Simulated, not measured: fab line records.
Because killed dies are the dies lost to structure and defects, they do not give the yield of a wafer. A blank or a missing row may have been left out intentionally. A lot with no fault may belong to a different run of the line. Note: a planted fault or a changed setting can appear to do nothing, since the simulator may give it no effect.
fab line records -- flow n5_finfet
[record] lots = 4, wafers = 12, last_day = 19
route steps=1938 shown SD_EPI_P@319 SD_ACTIVATION@330 ILD0@335 SDB@347 BEOL_M4@1111
lots with no fault: from the same line, run without faults
start_h: start of the lot's first displayed wafer, in hours after the record's first day -- wait_h: time in hours since the lot's previous step -- " same as the row above -- L1.1+2: a single row standing in for several wafers -- - either no value or no given start -- * or withheld: withheld -- < > ~ a bound
route shown NAME@n: a module of which the file shows steps, and the number in the route of the first -- usual: mean/standard deviation taken from wafers without a fault -- same: alike in all rows -- chamber/n: place in a boat -- sites: the reading at each site -- _std_site: the standard deviation of these -- _edge_site: the outer-site mean with the inner-site mean subtracted -- radius_mm: how far each site lies from the wafer's centre -- mask NAME#n: copy n -- behind: the last tool/chamber to shape the wafer -- hold: the reason the lot was held/the length of the hold in hours/how it ended -- device: whichever transistor did not switch (one of n, p or np) -- end of line: the route-end tests of the same wafers -- step lacking rows: just its recipe -- killed: count of dies lost to structure and defects at first sort (not the wafer's yield) -- map: a wafer's dies, marking killed ones x, the rest . and places with no die _
set.NAME: the setting the step ran with; set.NAME@STEP: the setting that earlier step ran with -- model.NAME: the simulator's own value behind a step, which no gauge read
a table for each step, a row for each wafer; lots at some steps of the route
services: a tool's chamber out of use, with start hour (start_h, from the record's first day; less than 0 if before it), hours out, and reason
[[steps]]
[step N5_SD_EPI_P_PRECLEAN_51]
[recipe] chemistry = NF3:NH3, afs_cycles = 1, temp_c = 30, time_s = 20, sublimation_temp_c = 180, sublimation_time_s = 60, pressure_torr = 3, rf_power_w = 30
[step N5_SD_EPI_P_VAPOR_ETCH_44]
[recipe] chemistry = NF3/Ar, target = SiGe30, temp_c = 25, time_s = 3.3, mode = isotropic
[step N5_SD_EPI_P_EPI_21]
[recipe] material = SiGe:B, dopant = B, temp_c = 550, pressure_torr = 20, ambient = H2, time_s = 355
[step N5_SD_EPI_P_HM_STRIP_48]
[recipe] chemistry = H3PO4, temp_c = 160, material = SiNx, target = SiNx, target_depth_a = 30, overetch_fraction = 0.3
[step N5_SD_EPI_P_SRD_49]
[recipe] dry = ipa_marangoni, time_s = 30, temp_c = 23, rinse_liquid = diw
[step N5_SD_EPI_P_PRECLEAN_24]
[recipe] chemistry = O3/DIW, time_s = 45, temp_c = 22, o3_ppm = 10
[step N5_SD_EPI_P_PRECLEAN_32]
[recipe] chemistry = dHF, time_s = 10, dilution = 500:1, temp_c = 25
[step N5_SD_EPI_P_PRECLEAN_33]
[recipe] chemistry = SC2, time_s = 45, temp_c = 35, mix = 1:1:50
[step N5_SD_EPI_P_SRD_25]
[recipe] time_s = 30, temp_c = 23, rinse_liquid = diw, dry = ipa_marangoni
[step N5_SD_ACTIVATION_RTA_00]
[recipe] temp_c = 975, time_s = 0, ambient = N2, idle_temp_c = 600, ramp_up_c_per_s = 150, ramp_down_c_per_s = 60, cool_to_c = 600
[step N5_SD_ACTIVATION_LSA_01]
[recipe] temp_c = 1080, time_s = 0.0008, ambient = N2
[usual] wafer_temp_C_max = 1085.3/1.1
lot.wafer,tool,chamber,start_h,wait_h,wafer_temp_C_max
L696.1,laser_anneal-01,0,64.65,0.2,1085.5
L696.2,laser_anneal-01,0,64.65,0.2,1084.7
L696.4,laser_anneal-01,0,64.65,0.2,1085.6
L707.3,laser_anneal-01,0,130.80,0.2,1022.6
L707.4,laser_anneal-01,0,130.80,0.2,1022.9
L707.5,laser_anneal-01,0,130.80,0.2,1021.5
L708.1,laser_anneal-01,0,137.14,0.2,1023.6
L708.2,laser_anneal-01,0,137.14,0.2,1024.5
L708.4,laser_anneal-01,0,137.14,0.2,1023.2
L718.1,laser_anneal-02,0,196.73,0.2,1086.3
L718.3,laser_anneal-02,0,196.73,0.2,1087.2
L718.4,laser_anneal-02,0,196.73,0.2,1086.7
[step N5_SD_ACTIVATION_RS_MEAS_03]
[recipe] thk_meas_gauge = four-point-probe
[usual] RS_SD_N = 21.90/0.27, RS_SD_P = 56.2/0.86
lot.wafer,tool,chamber,start_h,wait_h,RS_SD_N[ohm/sq],RS_SD_P[ohm/sq]
L696.1,film_metro-01,-,64.85,0.2,21.75,57.2
L696.2,film_metro-01,-,64.85,0.2,21.80,56.7
L696.4,film_metro-01,-,64.85,0.2,21.96,55.9
L707.3,film_metro-01,-,130.98,0.2,27.62,58.6
L707.4,film_metro-01,-,130.98,0.2,27.95,58.4
L707.5,film_metro-01,-,130.98,0.2,27.46,58.2
L708.1,film_metro-01,-,137.36,0.2,27.86,56.7
L708.2,film_metro-01,-,137.36,0.2,28.01,56.9
L708.4,film_metro-01,-,137.36,0.2,28.36,56.7
L718.1,film_metro-01,-,196.93,0.2,22.05,56.2
L718.3,film_metro-01,-,196.93,0.2,22.25,56.7
L718.4,film_metro-01,-,196.93,0.2,22.39,56.5
[step N5_ILD0_LINER_00]
[recipe] material = SiNx, target_thk_a = 40, temp_c = 400, ald_precursor_family = SiH2I2, ald_co_reactant = N2/H2-plasma, pulse_time_s = 1, purge_time_s = 2, co_reactant_purge_time_s = 2, ald_cycles = 80, pressure_torr = 2
[step N5_ILD0_FCVD_FILL_01]
[recipe] material = SiO2_flowable, target_thk_a = 2000, temp_c = 100, pressure_torr = 0.8, rf_w = 2000, time_s = 328.3
[step N5_ILD0_CURE_02]
[recipe] temp_c = 450, time_s = 1800, ambient = steam, idle_temp_c = 400, ramp_up_c_per_min = 5, ramp_down_c_per_min = 3, densification_p_h2o_torr = 640
[step N5_ILD0_CMP_03]
[recipe] stop_on = SiNx, t_overpolish_s = 1.9, post_cmp_clean = alkaline_brush, down_force_psi = 4.1491, platen_rpm = 51.796, pad_velocity_m_s = 1.0306, target_thk_nm = 197.38
[step N5_ILD0_CMP_07]
[recipe] stop_on = poly-Si, material = SiO2_flowable, t_overpolish_s = 1.18, post_cmp_clean = alkaline_brush, down_force_psi = 4.1491, platen_rpm = 51.796, pad_velocity_m_s = 1.0306, target_thk_nm = 138.88
[step N5_ILD0_PRECLEAN_10]
[recipe] chemistry = NF3:NH3, afs_cycles = 5, time_s = 20, temp_c = 30, sublimation_temp_c = 180, sublimation_time_s = 60, pressure_torr = 3, rf_power_w = 30
[step N5_ILD0_ALD_15]
[recipe] material = SiNx, target_thk_a = 240, temp_c = 400, ald_precursor_family = SiH2I2, ald_co_reactant = N2/H2-plasma, pulse_time_s = 1, ald_cycles = 480, purge_time_s = 2, co_reactant_purge_time_s = 2, pressure_torr = 2
[step N5_ILD0_CMP_12]
[recipe] stop_on = poly-Si, material = SiNx, t_overpolish_s = 6, post_cmp_clean = alkaline_brush, down_force_psi = 2.5, platen_rpm = 51.8, pad_velocity_m_s = 1.0307, target_thk_nm = 17.67
[step N5_SDB_HM_DEP_00]
[recipe] material = SiNx, target_thk_a = 400, temp_c = 400, precursor = SiH4/NH3/N2, pressure_torr = 1.5, rf_w = 300, time_s = 35.3
[step N5_SDB_COAT_03]
[recipe] resist = SOC, temp_c = 250, time_s = 60, spin_rpm = 1500, resist_thk_nm = 100
[step N5_SDB_COAT_04]
[recipe] resist = SiARC, temp_c = 220, time_s = 60, spin_rpm = 1500, resist_thk_nm = 18
[step N5_SDB_COAT_05]
[recipe] resist = CAR-ArF, spin_rpm = 1500, resist_thk_nm = 90
[step N5_SDB_EBR_07]
[recipe] solvent = PGMEA, ebr_width_mm = 1.5
[step N5_SDB_SOFTBAKE_06]
[recipe] temp_c = 110, time_s = 60, resist = CAR-ArF
[step N5_SDB_EXPOSE_08]
[recipe] mask_id = SDB, na = 1.35, source_shape = conventional, sigma_outer = 0.5, polarization = unpolarized, dose_mj = 49.6
[step N5_SDB_PEB_09]
[recipe] peb_temp_c = withheld, peb_time_s = 60, resist = CAR-ArF
[step N5_SDB_DEVELOP_10]
[recipe] develop_time_s = 30, developer = TMAH, resist = CAR-ArF, rinse_liquid = diw, dry = air_spin, dev_temp_c = 23
[step N5_SDB_DESCUM_16]
[recipe] chemistry = O2, time_s = 7.9, source_power_w = 50, bias_power_w = 20, pressure_mtorr = 20, rf_frequency_hz = 2.712e+07, temp_c = 40, resist = CAR-ArF, o2_flow_sccm = 225
[step N5_SDB_ETCH_17]
[recipe] chemistry = CF4, target = SiARC, target_depth_a = 234, mask_material = CAR-ArF, time_s = 39, ion_energy_ev = 80, pressure_mtorr = 40, source_w = 545, bias_w = 36, Ar_flow_sccm = 100, cf4_flow_sccm = 100, ends = cleared
[step N5_BEOL_M4_RC_MEAS_101]
[usual] DIBL_N = 36.1/1.3, DIBL_P = 36.1/1.7, IOFF_N = 0.154/0.022, IOFF_P = 0.201/0.024, ION_N = 675/8.9, ION_P = 462/5.9, RC_DENSE_N = 18.8/0.36, RC_N = 15.35/0.27, REXT_N = 75.0/1.4, RS_SD_N = 28.4/0.34, SS_N = 71.5/0.49, SS_P = 73.3/0.58, VT_N = 250.0/2.7, VT_P = -251.3/2.7
lot.wafer,tool,chamber,start_h,wait_h,DIBL_N[mV/V],DIBL_P[mV/V],IOFF_N[nA/um],IOFF_P[nA/um],ION_N[uA/um],ION_P[uA/um],RC_DENSE_N[ohm.um],RC_N[ohm.um],REXT_N[ohm.um],RS_SD_N[ohm/sq],SS_N[mV/dec],SS_P[mV/dec],VT_N[mV],VT_P[mV]
L696.1,prober-02,0,169.76,0.0,35.1,35.5,0.153,0.191,684,458,18.9,15.19,75.5,28.1,72.4,73.8,250.7,-254.4
L696.2,prober-02,0,169.76,0.0,35.4,35.5,0.154,0.198,680,464,19.1,15.58,75.7,28.2,71.7,72.9,249.4,-253.2
L696.4,prober-02,0,169.76,0.0,34.4,34.2,0.135,0.179,664,452,19.3,15.62,75.5,28.3,71.8,73.6,252.4,-255.0
L708.1,prober-01,0,256.29,0.0,34.7,34.9,0.153,0.186,668,455,23.8,19.21,85.4,34.8,71.2,73.0,248.2,-253.6
L708.2,prober-01,0,256.29,0.0,32.7,32.5,0.115,0.159,656,459,23.3,19.08,86.4,35.1,70.2,72.2,255.7,-255.9
L708.4,prober-01,0,256.29,0.0,34.6,34.4,0.140,0.177,661,455,24.0,19.61,87.0,35.4,71.3,73.2,250.6,-252.7
L707.3,prober-01,0,259.90,0.3,37.7,36.9,0.178,0.224,663,458,22.7,18.50,86.3,34.5,71.3,74.0,248.5,-248.2
L707.4,prober-01,0,259.90,0.3,34.6,33.5,0.124,0.175,665,459,22.7,18.54,86.1,34.7,70.3,72.9,255.4,-252.2
L707.5,prober-01,0,259.90,0.3,35.3,34.2,0.133,0.187,655,459,22.8,18.45,85.9,34.5,70.5,72.1,251.8,-249.9
L718.1,prober-01,0,322.46,0.0,34.4,34.5,0.120,0.148,673,461,19.0,15.66,74.1,28.8,71.5,72.9,253.3,-257.6
L718.3,prober-01,0,322.46,0.0,37.1,37.9,0.162,0.182,677,459,18.8,15.39,74.5,29.3,71.4,73.9,248.8,-253.7
L718.4,prober-01,0,322.46,0.0,35.9,36.7,0.149,0.175,671,456,18.8,15.33,73.7,28.8,72.4,73.4,249.1,-255.6
[[services]]
tool,chamber,start_h,hours,kind
laser_anneal-02,-,153.34,2.7,pm
laser_anneal-02,-,167.32,8.5,pm
laser_anneal-02,-,181.14,7.4,repair
[[key]]
[first_sign] step = N5_SD_ACTIVATION_LSA_01, reading = wafer_temp_C_max, direction = down, sigmas = 58, usual = *, struck = *
[effect] step = N5_SD_ACTIVATION_RS_MEAS_03, reading = RS_SD_N, direction = up, sigmas = 22, usual = 21.90, struck = 27.88
[effect] step = N5_BEOL_M4_RC_MEAS_101, reading = RS_SD_N, direction = up, sigmas = 19, usual = 28.4, struck = 34.8
[effect] step = N5_BEOL_M4_RC_MEAS_101, reading = RC_N, direction = up, sigmas = 13, usual = 15.35, struck = 18.90
[effect] step = N5_BEOL_M4_RC_MEAS_101, reading = RC_DENSE_N, direction = up, sigmas = 12, usual = 18.8, struck = 23.2
[effect] step = N5_BEOL_M4_RC_MEAS_101, reading = REXT_N, direction = up, sigmas = 8, usual = 75.0, struck = 86.2
[effect] step = N5_BEOL_M4_RC_MEAS_101, reading = ION_N, direction = down, sigmas = 1.5, usual = 675, struck = 661
met_at N5_SD_ACTIVATION_LSA_01
struck_wafers L707.3,L707.4,L707.5,L708.1,L708.2,L708.4
onset_between 64.65 130.80
[fault] kind = process_parameter_drift, tool = laser_anneal-01, chamber = -, onset_h = 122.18, steps = N5_SD_ACTIVATION_LSA_01, channel = temp_c, offset = *, shape = step, end_h = 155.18, stated = *
